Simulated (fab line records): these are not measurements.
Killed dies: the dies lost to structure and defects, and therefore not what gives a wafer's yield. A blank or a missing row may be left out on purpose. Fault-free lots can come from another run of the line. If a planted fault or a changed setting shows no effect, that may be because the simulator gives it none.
3 desks, one fault -- flow n5-finfet -- only its own numbers are on each desk; what lay behind them is given at the end

## METROLOGY DESK
What the gauges read for every lot (on any tool): the sampled wafers with a number, averaged. The brackets show how far a lot's mean lies from the usual mean; more than 4 standard deviations puts the lot out of limits, marked OUT. Only the readings that lie furthest out on some lot appear, 7 of the 11 it has.
Columns: A = DIBL_N at N5_BEOL_M4_RC_MEAS_101, usual 36.0 mV/V; B = DIBL_P at N5_BEOL_M4_RC_MEAS_101, usual 36.2 mV/V; C = IOFF_P at N5_BEOL_M4_RC_MEAS_101, usual 0.21 nA/um; D = SS_N at N5_BEOL_M4_RC_MEAS_101, usual 71.4 mV/dec; E = SS_P at N5_BEOL_M4_RC_MEAS_101, usual 73.2 mV/dec; F = VT_N at N5_BEOL_M4_RC_MEAS_101, usual 250.2 mV; G = VT_P at N5_BEOL_M4_RC_MEAS_101, usual -251 mV
lot,first seen here,A,B,C,D,E,F,G
L341,day 4 12:00,36.0,35.5,0.26,71.0,73.5,250.7,-243
L342,day 4 14:33,37.4,36.8,0.23,72.2,73.6,247.7,-248
L343,day 4 14:44,36.1,37.6,0.23,71.9,73.6,247.9,-251
L347,day 5 13:51,35.4,36.2,0.19,71.3,72.7,250.2,-251
L349,day 6 02:52,33.8,35.1,0.18,70.8,72.3,252.4,-252
L352,day 6 19:58,37.1,37.8,0.20,71.6,73.5,249.9,-254
L353,day 7 04:18,37.2,37.4,0.20,72.3,72.8,250.8,-251
L357,day 8 01:11,35.1,34.6,0.18,71.3,73.3,251.2,-254
L360,day 8 22:07,35.2,33.5,0.19,70.7,72.6,255.1,-252
L363,day 9 13:35,36.6,35.9,0.24,71.4,73.4,249.6,-246
This desk's verdict: no lot among the 10 shows anything out of limits.

## THE DEFECT DESK
For each lot, the counts of the inspections along the route, averaged over the sampled wafers that have a number. The brackets show how far a lot's mean lies from the usual mean; more than 4 standard deviations puts the lot out of limits, marked OUT.
Columns: A = raw-defect-count at N5_SDB_INSPECT_36, usual 38
lot,first seen here,A
L341,day 4 10:28,35
L342,day 4 12:50,48
L343,day 4 12:56,35
L347,day 5 11:47,39
L349,day 6 01:07,24
L352,day 6 18:10,17
L353,day 7 02:41,32
L357,day 7 23:36,54
L360,day 8 20:29,82
L363,day 9 12:02,18
This desk's verdict: no lot among the 10 shows anything out of limits.

## FOR THE TOOL OWNER'S DESK: rie-diel-01
The tool's own readings at N5_HKMG_FIN_ETCH_55 (etches SOC in N2/H2, target depth 240 nm, time 300 s): means of the sampled wafers that have a number, for each lot that ran on this tool. The brackets show how far a lot's mean lies from the usual mean; more than 4 standard deviations puts the lot out of limits, marked OUT.
Columns: A = drypump-motor-current-A at N5_HKMG_FIN_ETCH_55, usual 5.8 A; B = oes-product-au at N5_HKMG_FIN_ETCH_55, usual 0.81 a.u.; C = rf-vpp-V at N5_HKMG_FIN_ETCH_55, usual 523.6 V; D = showerhead-plenum-p-Torr at N5_HKMG_FIN_ETCH_55, usual 2.53 Torr; E = throttle-valve-pct at N5_HKMG_FIN_ETCH_55, usual 17.78 %
lot,first seen here,A,B,C,D,E
L342,day 4 14:44,5.9,0.83,520.6,2.43,17.58
L349,day 6 03:03,5.6,0.76,521.6,2.46,17.73
L353,day 7 04:29,5.6,0.80,519.0,2.38,17.52
L357,day 8 01:25,5.7,0.93,519.2,2.38,17.70
L360,day 8 22:33,6.0,0.99,522.5,2.52,17.83
This desk's verdict: no lot among the 5 shows anything out of limits.

## TAKEN TOGETHER
Metrology desk: nothing out of limits seen.
The defect desk saw nothing out of limits.
Nothing out of limits was seen by the tool owner's desk.

## WHAT THE SIMULATOR HAD PUT IN
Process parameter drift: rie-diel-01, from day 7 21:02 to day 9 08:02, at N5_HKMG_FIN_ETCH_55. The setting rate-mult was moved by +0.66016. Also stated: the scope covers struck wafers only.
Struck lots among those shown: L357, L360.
